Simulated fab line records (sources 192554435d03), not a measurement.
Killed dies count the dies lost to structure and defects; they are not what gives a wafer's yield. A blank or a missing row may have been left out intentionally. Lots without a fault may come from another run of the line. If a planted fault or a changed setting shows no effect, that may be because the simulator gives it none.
fab line records | flow n5-finfet | part 1 of 2: steps 1 to 20 of 29
record lots=5 wafers=15 last-day=16
route steps=1938 shown BEOL_M14@1746 BEOL_M15@1773
lots with no fault: from the same line, run without faults
start-h: the number of hours between the record's first day and the start of the first shown wafer of the lot | wait-h: hours elapsed since this lot's preceding step | " as in the row above | L1.1+2: a single row standing in for several wafers | - no value, or no start was given | * or withheld: withheld | < > ~ a bound
route shown NAME@n: a module of which the file shows steps, and the number in the route of the first | usual: the fault-free wafers' mean and standard deviation | same: alike in all rows | chamber/n: place in a boat | sites: each site's reading | _std_site: standard deviation across them | _edge_site: inner sites' mean taken away from outer sites' mean | radius-mm: how far each site lies from the wafer's centre | mask NAME#n: copy n | behind: the last tool/chamber to shape the wafer | hold: reason for holding the lot/hours on hold/outcome of the hold | device: names the non-switching transistor (n, p or np) | end of line: tests run on the same wafers once the route is complete | step lacking rows: just its recipe | killed: not the wafer's yield, but the dies lost to structure and defects at the first sort | map: per-die view of a wafer (x killed, . not killed, _ where there is no die)
set.NAME: the run value of the setting; set.NAME@STEP: its run value at that earlier step | model.NAME: the simulator's own value behind a step, which no gauge read
certain route steps with their lots: each step a table, each wafer a row
services: from which hour (start-h, from the record's first day; less than 0 if before it) a tool's chamber was out of use, for how many hours, and why
## steps
# step N5_BEOL_M14_CD_MEAS_28
# recipe target-cd-nm=284.4 landing-energy-ev=500 detector=se-inlens
# usual cd-nm=285.0/1.6
# columns lot.wafer tool chamber start-h wait-h cd-nm
L075.2 cd-sem-02 0 243.10 - 285.1
L075.4 " 0 " " 285.2
L075.5 " 0 " " 285.9
L081.1 cd-sem-03 0 273.28 - 285.8
L081.2 " 0 " " 285.9
L081.4 " 0 " " 285.7
L082.3 cd-sem-01 0 283.09 - 283.2
L082.4 " 0 " " 283.4
L082.6 " 0 " " 281.2
L086.3 cd-sem-03 0 316.29 - 286.7
L086.5 " 0 " " 284.2
L086.6 " 0 " " 285.5
L090.2 cd-sem-03 0 344.14 - 284.4
L090.5 " 0 " " 282.8
L090.6 " 0 " " 285.2
# step N5_BEOL_M14_OVL_MEAS_29
# recipe points-per-wafer=44
# usual M14_OVL=0/6.3
# columns lot.wafer tool chamber start-h wait-h M14_OVL[nm]
L075.2 overlay-01 0 243.13 0.0 -3
L075.4 " 0 " " -8
L075.5 " 0 " " -3
L081.1 overlay-01 0 273.31 0.0 0
L081.2 " 0 " " -2
L081.4 " 0 " " 6
L082.3 overlay-01 0 283.11 0.0 2
L082.4 " 0 " " 2
L082.6 " 0 " " 2
L086.3 overlay-02 0 316.32 0.0 -5
L086.5 " 0 " " -1
L086.6 " 0 " " -8
L090.2 overlay-02 0 344.17 0.0 11
L090.5 " 0 " " -4
L090.6 " 0 " " 12
# step N5_BEOL_M14_INSPECT_30
# recipe mode=adi inspect-instrument=macro
# usual raw-defect-count=2.0/1.4
# columns lot.wafer tool chamber start-h wait-h raw-defect-count
L075.2 defect-inspect-01 - 243.16 0.0 2
L075.4 " - " " 3
L075.5 " - " " 2
L081.1 defect-inspect-01 - 273.33 0.0 2
L081.2 " - " " 4
L081.4 " - " " 2
L082.3 defect-inspect-02 - 283.14 0.0 1
L082.4 " - " " 5
L082.6 " - " " 2
L086.3 defect-inspect-02 - 316.34 0.0 1
L086.5 " - " " 2
L086.6 " - " " 1
L090.2 defect-inspect-02 - 344.20 0.0 2
L090.5 " - " " 5
L090.6 " - " " 2
# step N5_BEOL_M14_DESCUM_33
# recipe chemistry=O2 time-s=7.9 source-power-w=50 bias-power-w=20 pressure-mtorr=20 rf-frequency-hz=2.712e+07 temp-c=40 o2-flow-sccm=225
# usual drypump-motor-current-A=5.6/0.41 oes-product-au=0.78/0.085 rf-vpp-V=242.9/1.5 showerhead-plenum-p-Torr=2.08/0.079 throttle-valve-pct=20.43/0.17
# columns lot.wafer tool chamber start-h wait-h drypump-motor-current-A oes-product-au rf-hours-counter-h rf-vpp-V showerhead-plenum-p-Torr throttle-valve-pct
L075.2 rie-diel-03 0 243.21 0.0 6.1 0.79 125 241.8 2.03 20.59
L075.4 " 3 " " 5.6 0.87 66 242.3 2.03 20.34
L075.5 " 2 " " 6.2 0.72 - 241.5 2.00 20.52
L081.1 rie-diel-05 3 273.40 0.1 5.2 0.86 46 242.1 2.04 20.53
L081.2 " 2 " " 5.7 0.72 220 243.1 2.16 20.15
L081.4 " 1 " " 5.2 0.70 222 243.4 2.07 20.49
L082.3 rie-diel-06 3 283.17 0.0 6.5 0.69 236 242.2 1.98 20.38
L082.4 " 0 " " 5.0 0.94 13 244.8 2.16 20.48
L082.6 " 2 " " 5.7 0.88 - 245.0 2.23 20.23
L086.3 rie-diel-05 1 316.41 0.1 5.2 0.69 235 244.1 2.06 20.50
L086.5 " 1 " " 5.2 0.69 - 242.4 2.06 20.51
L086.6 " 0 " " 5.6 0.67 - 243.6 2.05 20.54
L090.2 rie-diel-05 1 344.40 0.2 5.2 0.68 246 243.7 2.06 20.54
L090.5 " 2 " " 5.7 0.70 - 242.9 2.15 20.17
L090.6 " 3 " " 5.2 0.83 - 242.1 2.03 20.56
# step N5_BEOL_M14_ETCH_67
# recipe chemistry=CF4 target=SiARC target-depth-a=1430 time-s=238.3 ion-energy-ev=80 pressure-mtorr=40 source-w=545 bias-w=36 Ar_flow_sccm=100 cf4-flow-sccm=100 ends=cleared
# usual cf4-flow-sccm=100.0/0.32 drypump-motor-current-A=5.6/0.41 etch-rf-on-time-s=237/4.5 oes-product-au=0.67/0.067 rf-vpp-V=183.8/1.2 showerhead-plenum-p-Torr=2.12/0.074 throttle-valve-pct=15.58/0.15
# columns lot.wafer tool chamber start-h wait-h cf4-flow-sccm drypump-motor-current-A etch-rf-on-time-s oes-product-au rf-hours-counter-h rf-vpp-V showerhead-plenum-p-Torr throttle-valve-pct
L075.2 rie-diel-03 0 243.24 0.0 100.5 6.1 234 0.67 125 184.2 2.07 15.66
L075.4 " 3 " " 100.1 5.6 240 0.71 66 183.2 2.09 15.51
L075.5 " 2 " " 99.8 6.2 231 0.63 - 183.0 2.04 15.65
L081.1 rie-diel-05 3 273.43 0.0 100.1 5.2 232 0.74 46 182.6 2.09 15.66
L081.2 " 2 " " 100.0 5.7 238 0.62 220 185.0 2.21 15.43
L081.4 " 1 " " 99.7 5.2 240 0.60 222 184.8 2.11 15.71
L082.3 rie-diel-06 3 283.21 0.0 99.9 6.4 238 0.60 236 182.2 2.03 15.67
L082.4 " 0 " " 100.3 5.0 242 0.79 13 185.1 2.19 15.42
L082.6 " 2 " " 99.8 5.6 244 0.74 - 185.8 2.26 15.38
L086.3 rie-diel-05 1 316.44 0.0 99.7 5.2 241 0.59 235 183.6 2.10 15.74
L086.5 " 1 " " 99.8 5.2 238 0.60 - 181.9 2.10 15.74
L086.6 " 0 " " 100.4 5.7 235 0.58 - 185.6 2.11 15.80
L090.2 rie-diel-05 1 344.43 0.0 99.1 5.2 243 0.59 246 182.7 2.10 15.75
L090.5 " 2 " " 100.1 5.7 238 0.60 - 184.4 2.20 15.47
L090.6 " 3 " " 100.4 5.2 232 0.71 - 184.2 2.08 15.71
# step N5_BEOL_M14_ETCH_68
# recipe chemistry=N2/H2 target=SOC mask-material=SiARC source-w=3000 bias-w=350 temp-c=40 time-s=450 ion-energy-ev=200 pressure-mtorr=30 n2-flow-sccm=200 h2-flow-sccm=200
# usual drypump-motor-current-A=5.6/0.41 oes-product-au=0.78/0.085 rf-vpp-V=523.4/2.6 showerhead-plenum-p-Torr=2.52/0.093 throttle-valve-pct=17.72/0.19
# columns lot.wafer tool chamber start-h wait-h drypump-motor-current-A oes-product-au rf-hours-counter-h rf-vpp-V showerhead-plenum-p-Torr throttle-valve-pct
L075.2 rie-diel-03 0 243.39 0.1 6.1 0.79 125 521.3 2.44 17.67
L075.4 " 3 " " 5.6 0.86 66 522.6 2.47 17.70
L075.5 " 2 " " 6.2 0.71 - 520.8 2.43 17.97
L081.1 rie-diel-05 3 273.58 0.1 5.2 0.86 47 521.2 2.48 17.83
L081.2 " 2 " " 5.7 0.71 220 525.7 2.61 17.48
L081.4 " 1 " " 5.2 0.69 222 523.8 2.51 17.91
L082.3 rie-diel-06 3 283.35 0.1 6.4 0.68 236 520.0 2.40 17.74
L082.4 " 0 " " 5.1 0.95 13 526.7 2.60 17.61
L082.6 " 2 " " 5.6 0.89 - 530.1 2.71 17.50
L086.3 rie-diel-05 1 316.59 0.1 5.2 0.68 235 521.3 2.51 17.95
L086.5 " 1 " " 5.2 0.69 - 524.7 2.51 17.93
L086.6 " 0 " " 5.7 0.68 - 523.5 2.50 17.86
L090.2 rie-diel-05 1 344.58 0.1 5.2 0.68 246 523.7 2.50 17.95
L090.5 " 2 " " 5.7 0.70 - 524.2 2.60 17.53
L090.6 " 3 " " 5.2 0.82 - 522.2 2.47 17.89
# step N5_BEOL_M14_STRIP_69
# recipe chemistry=N2/H2 temp-c=40 n2-flow-sccm=200 h2-flow-sccm=200 rf-frequency-hz=6e+07
# columns lot.wafer tool chamber start-h wait-h
L075.2+4+5 rie-diel-03 0,3,2 243.65 0.1
L081.1+2+4 rie-diel-05 3,2,1 273.84 0.1
L082.3+4+6 rie-diel-06 3,0,2 283.62 0.1
L086.3+5+6 rie-diel-05 1,1,0 316.85 0.1
L090.2+5+6 rie-diel-05 1,2,3 344.84 0.1
# step N5_BEOL_M14_TRENCH_ETCH_34
# recipe chemistry=C4F8/O2/Ar target=SiO2 target-depth-a=5566.5 mask-material=SOC he-inner-torr=15 he-outer-torr=30 time-s=126.9 ion-energy-ev=800 pressure-mtorr=20 source-w=1905 bias-w=2040 Ar_flow_sccm=400 C4F8_flow_sccm=16 O2_flow_sccm=12
# usual C4F8_flow_sccm=16.00/0.048 drypump-motor-current-A=5.6/0.41 oes_o_777_au=0.79/0.077 oes-product-au=0.78/0.077 rf-vpp-V=2226/34 showerhead-plenum-p-Torr=3.41/0.11 throttle-valve-pct=30.83/0.2
# columns lot.wafer tool chamber start-h wait-h C4F8_flow_sccm drypump-motor-current-A oes_o_777_au oes-product-au rf-hours-counter-h rf-vpp-V showerhead-plenum-p-Torr throttle-valve-pct
L075.2 rie-diel-03 0 243.66 0.0 16.01 6.1 0.82 0.79 125 2213 3.33 31.06
L075.4 " 3 " " 15.95 5.6 0.83 0.83 67 2234 3.35 30.85
L075.5 " 2 " " 16.08 6.2 0.74 0.74 - 2215 3.28 30.89
L081.1 rie-diel-05 3 273.85 0.0 15.99 5.2 0.83 0.86 47 2252 3.36 31.17
L081.2 " 2 " " 16.00 5.7 0.73 0.73 220 2284 3.56 30.64
L081.4 " 1 " " 15.94 5.2 0.72 0.70 222 2216 3.40 30.87
L082.3 rie-diel-06 3 283.63 0.0 15.96 6.4 0.70 0.69 236 2220 3.28 30.83
L082.4 " 0 " " 16.02 5.1 0.95 0.91 14 2270 3.51 30.84
L082.6 " 2 " " 16.03 5.7 0.88 0.87 - 2195 3.62 30.52
L086.3 rie-diel-05 1 316.86 0.0 16.03 5.2 0.71 0.69 235 2215 3.39 30.89
L086.5 " 1 " " 16.00 5.2 0.71 0.69 - 2215 3.39 30.87
L086.6 " 0 " " 16.02 5.7 0.69 0.69 - 2159 3.38 30.99
L090.2 rie-diel-05 1 344.85 0.0 15.98 5.2 0.70 0.68 246 2215 3.39 30.89
L090.5 " 2 " " 16.05 5.7 0.70 0.70 - 2283 3.54 30.64
L090.6 " 3 " " 16.03 5.2 0.81 0.83 - 2250 3.35 31.19
# step N5_BEOL_M14_STRIP_70
# recipe chemistry=C4F8/O2/Ar resist=SiARC rf-frequency-hz=6e+07
# columns lot.wafer tool chamber start-h wait-h
L075.2+4+5 rie-diel-03 0,3,2 243.78 0.1
L081.1+2+4 rie-diel-05 3,2,1 273.97 0.1
L082.3+4+6 rie-diel-06 3,0,2 283.74 0.1
L086.3+5+6 rie-diel-05 1,1,0 316.98 0.1
L090.2+5+6 rie-diel-05 1,2,3 344.97 0.1
# step N5_BEOL_M14_OCD_MEAS_35
# usual trench-depth-nm=559/11
# columns lot.wafer tool chamber start-h wait-h trench-depth-nm
L075.2 ocd-02 - 243.83 0.0 569
L075.4 " - " " 555
L075.5 " - " " 577
L081.1 ocd-01 - 274.01 0.0 574
L081.2 " - " " 567
L081.4 " - " " 553
L082.3 ocd-01 - 283.78 0.0 551
L082.4 " - " " 542
L082.6 " - " " 549
L086.3 ocd-02 - 317.02 0.0 554
L086.5 " - " " 545
L086.6 " - " " 567
L090.2 ocd-02 - 345.01 0.0 551
L090.5 " - " " 554
L090.6 " - " " 575
# step N5_BEOL_M14_STRIP_37
# recipe chemistry=O2 power-w=600 temp-c=60 pressure-mtorr=30 rf-frequency-hz=6e+07 bias-power-w=0 overash-fraction=0.3 o2-flow-sccm=225
# usual drypump-motor-current-A=5.6/0.43 oes-product-au=0.81/0.097 rf-vpp-V=3.7/1.1 showerhead-plenum-p-Torr=2.09/0.083 throttle-valve-pct=16.64/0.16
# columns lot.wafer tool chamber start-h wait-h drypump-motor-current-A oes-product-au rf-hours-counter-h rf-vpp-V showerhead-plenum-p-Torr throttle-valve-pct
L075.2 rie-diel-06 1 243.86 0.0 5.5 0.75 163 2.4 2.08 16.42
L075.4 " 0 " " 5.1 1.01 0 4.5 2.17 16.59
L075.5 " 3 " " 6.4 0.70 - 4.9 1.98 16.71
L081.1 rie-diel-03 3 274.19 0.2 5.6 0.84 76 3.0 2.03 16.60
L081.2 " 0 " " 6.1 0.78 135 3.2 2.03 16.77
L081.4 " 1 " " 5.3 0.90 42 4.7 2.16 16.83
L082.3 rie-diel-06 1 283.82 0.0 5.4 0.73 176 4.3 2.07 16.47
L082.4 " 3 " " 6.4 0.69 236 4.9 1.98 16.77
L082.6 " 2 " " 5.7 0.86 - 6.5 2.23 16.42
L086.3 rie-diel-03 1 320.65 3.6 5.3 0.88 60 2.0 2.15 16.84
L086.5 " 3 " " 5.6 0.83 - 3.9 2.03 16.61
L086.6 " 2 " " 6.2 0.69 - 3.5 2.00 16.82
L090.2 rie-diel-06 1 349.39 4.4 5.4 0.71 200 5.2 2.07 16.51
L090.5 " 0 " " 5.0 0.90 - 3.7 2.16 16.67
L090.6 " 3 " " 6.4 0.92 - 4.4 2.24 16.29
# step N5_BEOL_M14_ETCH_38
# recipe chemistry=CF4/N2 target=SiCN target-depth-a=1065 taper-deg=2 time-s=120.6 ion-energy-ev=150 mask-material=SiO2 pressure-mtorr=40 source-w=430 bias-w=70 Ar_flow_sccm=100 cf4-flow-sccm=60 n2-flow-sccm=60
# usual cf4-flow-sccm=60.00/0.18 drypump-motor-current-A=5.6/0.44 oes-product-au=0.81/0.091 rf-vpp-V=382.1/2.1 showerhead-plenum-p-Torr=2.19/0.08 throttle-valve-pct=15.37/0.16
# columns lot.wafer tool chamber start-h wait-h cf4-flow-sccm drypump-motor-current-A oes-product-au rf-hours-counter-h rf-vpp-V showerhead-plenum-p-Torr throttle-valve-pct
L075.2 rie-diel-06 1 - - 59.99 5.4 0.76 163 382.5 2.19 15.22
L075.4 " 0 " " 59.93 5.0 0.98 0 384.8 2.26 15.21
L075.5 " 3 " " 60.19 6.4 0.70 - 378.9 2.09 15.51
L081.1 rie-diel-03 3 - - 59.93 5.6 0.84 76 382.2 2.14 15.37
L081.2 " 0 " " 60.09 6.1 0.79 135 379.5 2.13 15.51
L081.4 " 1 " " 59.92 5.3 0.91 42 382.6 2.24 15.43
L082.3 rie-diel-06 1 - - 59.83 5.4 0.74 176 380.8 2.19 15.26
L082.4 " 3 " " 60.13 6.4 0.69 236 378.2 2.09 15.54
L082.6 " 2 " " 59.63 5.7 0.87 - 384.1 2.33 15.17
L086.3 rie-diel-03 1 - - 59.74 5.3 0.88 60 383.9 2.24 15.44
L086.5 " 3 " " 60.03 5.6 0.81 - 382.1 2.14 15.40
L086.6 " 2 " " 60.18 6.2 0.71 - 380.7 2.09 15.59
L090.2 rie-diel-06 1 - - 59.98 5.4 0.73 200 382.0 2.18 15.29
L090.5 " 0 " " 59.98 5.0 0.87 - 384.9 2.24 15.28
L090.6 " 3 " " 59.70 6.4 0.96 - 386.5 2.35 15.08
# step N5_BEOL_M14_PRECLEAN_39
# recipe chemistry=residue-remover time-s=60 temp-c=40
# columns lot.wafer tool chamber start-h wait-h
L075.2+4+5 wet-bench-06 2,4,5 244.06 -
L081.1+2+4 wet-bench-05 4,0,3 274.38 -
L082.3+4+6 wet-bench-05 5,1,6 284.02 -
L086.3+5+6 wet-bench-06 3,4,0 320.85 -
L090.2+5+6 wet-bench-06 5,1,4 349.59 -
# step N5_BEOL_M14_SRD_40
# recipe time-s=30 temp-c=23 rinse-liquid=diw dry=n2-spin spin-rpm=1500 dry-time-s=30
# usual spin-rpm=1499.9/0.81
# same dry-time-s=30
# columns lot.wafer tool chamber start-h wait-h spin-rpm
L075.2 wet-bench-06 2 244.08 0.0 1501.1
L075.4 " 4 " " 1498.7
L075.5 " 5 " " 1500.5
L081.1 wet-bench-05 4 274.40 0.0 1501.0
L081.2 " 0 " " 1499.2
L081.4 " 3 " " 1500.1
L082.3 wet-bench-05 5 284.03 0.0 1499.1
L082.4 " 1 " " 1500.4
L082.6 " 6 " " 1500.8
L086.3 wet-bench-06 3 320.89 0.0 1498.6
L086.5 " 4 " " 1500.2
L086.6 " 0 " " 1498.8
L090.2 wet-bench-06 5 349.61 0.0 1500.4
L090.5 " 1 " " 1499.7
L090.6 " 4 " " 1497.5
# step N5_BEOL_M14_DEGAS_41
# recipe ambient=vacuum temp-c=300 time-s=60
# usual heater-power-w=513/71
# columns lot.wafer tool chamber start-h wait-h heater-power-w
L075.2 pvd-sputter-03 - 244.14 0.0 537
L075.4 " - " " 382
L075.5 " - " " 426
L081.1 pvd-sputter-03 - 274.82 0.4 544
L081.2 " - " " 528
L081.4 " - " " 388
L082.3 pvd-sputter-02 - 284.08 0.0 517
L082.4 " - " " 438
L082.6 " - " " 428
L086.3 pvd-sputter-01 - 321.41 0.5 500
L086.5 " - " " 573
L086.6 " - " " 496
L090.2 pvd-sputter-03 - 349.92 0.3 529
L090.5 " - " " 530
L090.6 " - " " 522
# step N5_BEOL_M14_PRE_CLEAN_42
# recipe gas=H2/He time-s=30 temp-c=300
# usual heater-power-w=513/73
# columns lot.wafer tool chamber start-h wait-h heater-power-w
L075.2 pvd-sputter-03 - 244.18 0.0 557
L075.4 " - " " 380
L075.5 " - " " 431
L081.1 pvd-sputter-03 - 274.86 0.0 540
L081.2 " - " " 529
L081.4 " - " " 393
L082.3 pvd-sputter-02 - 284.12 0.0 522
L082.4 " - " " 424
L082.6 " - " " 437
L086.3 pvd-sputter-01 - 321.45 0.0 506
L086.5 " - " " 567
L086.6 " - " " 498
L090.2 pvd-sputter-03 - 349.96 0.0 544
L090.5 " - " " 533
L090.6 " - " " 524
# step N5_BEOL_M14_SPUTTER_43
# recipe material=TaN target-thk-a=150 temp-c=50 bias-v=168.6 power-w=15000 chamber-pressure-pa=0.12 time-s=24.19
# usual throttle-valve-pct=30.3/1
# columns lot.wafer tool chamber start-h wait-h throttle-valve-pct
L075.2 pvd-sputter-03 - 244.22 0.0 29.5
L075.4 " - " " 30.5
L075.5 " - " " 28.5
L081.1 pvd-sputter-03 - 274.90 0.0 29.1
L081.2 " - " " 31.8
L081.4 " - " " 30.2
L082.3 pvd-sputter-02 - 284.16 0.0 31.4
L082.4 " - " " 30.2
L082.6 " - " " 30.5
L086.3 pvd-sputter-01 - 321.49 0.0 29.5
L086.5 " - " " 31.7
L086.6 " - " " 29.8
L090.2 pvd-sputter-03 - 350.00 0.0 29.0
L090.5 " - " " 29.2
L090.6 " - " " 31.9
# step N5_BEOL_M14_SPUTTER_44
# recipe material=Ta target-thk-a=150 temp-c=50 bias-v=80 power-w=15000 chamber-pressure-pa=0.07 time-s=24.19
# usual throttle-valve-pct=30.2/1.1
# columns lot.wafer tool chamber start-h wait-h throttle-valve-pct
L075.2 pvd-sputter-03 - 244.30 0.0 29.3
L075.4 " - " " 30.5
L075.5 " - " " 28.4
L081.1 pvd-sputter-03 - 274.98 0.0 29.1
L081.2 " - " " 31.7
L081.4 " - " " 30.1
L082.3 pvd-sputter-02 - 284.24 0.0 31.3
L082.4 " - " " 30.3
L082.6 " - " " 30.3
L086.3 pvd-sputter-01 - 321.57 0.0 29.8
L086.5 " - " " 31.7
L086.6 " - " " 29.5
L090.2 pvd-sputter-03 - 350.08 0.0 29.1
L090.5 " - " " 29.2
L090.6 " - " " 31.8
# step N5_BEOL_M14_SPUTTER_45
# recipe material=Cu target-thk-a=1000 temp-c=-20 bias-v=60 power-w=26000 chamber-pressure-pa=0.13 time-s=16.67
# usual throttle-valve-pct=30.3/1
# columns lot.wafer tool chamber start-h wait-h throttle-valve-pct
L075.2 pvd-sputter-03 - 244.38 0.0 29.2
L075.4 " - " " 30.2
L075.5 " - " " 28.6
L081.1 pvd-sputter-03 - 275.06 0.0 29.1
L081.2 " - " " 31.8
L081.4 " - " " 30.3
L082.3 pvd-sputter-02 - 284.32 0.0 31.2
L082.4 " - " " 30.4
L082.6 " - " " 30.2
L086.3 pvd-sputter-01 - 321.65 0.0 29.6
L086.5 " - " " 31.4
L086.6 " - " " 29.6
L090.2 pvd-sputter-03 - 350.16 0.0 29.2
L090.5 " - " " 29.0
L090.6 " - " " 31.7
# step N5_BEOL_M14_ECD_47
# recipe material=Cu target-thk-a=12480
# columns lot.wafer tool chamber start-h wait-h
L075.2+4+5 ecd-cu-01 0 244.50 0.1
L081.1+2+4 ecd-cu-01 1,0,0 275.18 0.1
L082.3+4+6 ecd-cu-02 1,0,0 284.49 0.1
L086.3+5+6 ecd-cu-01 1,0,1 321.82 0.1
L090.2+5+6 ecd-cu-01 1,1,0 350.33 0.1
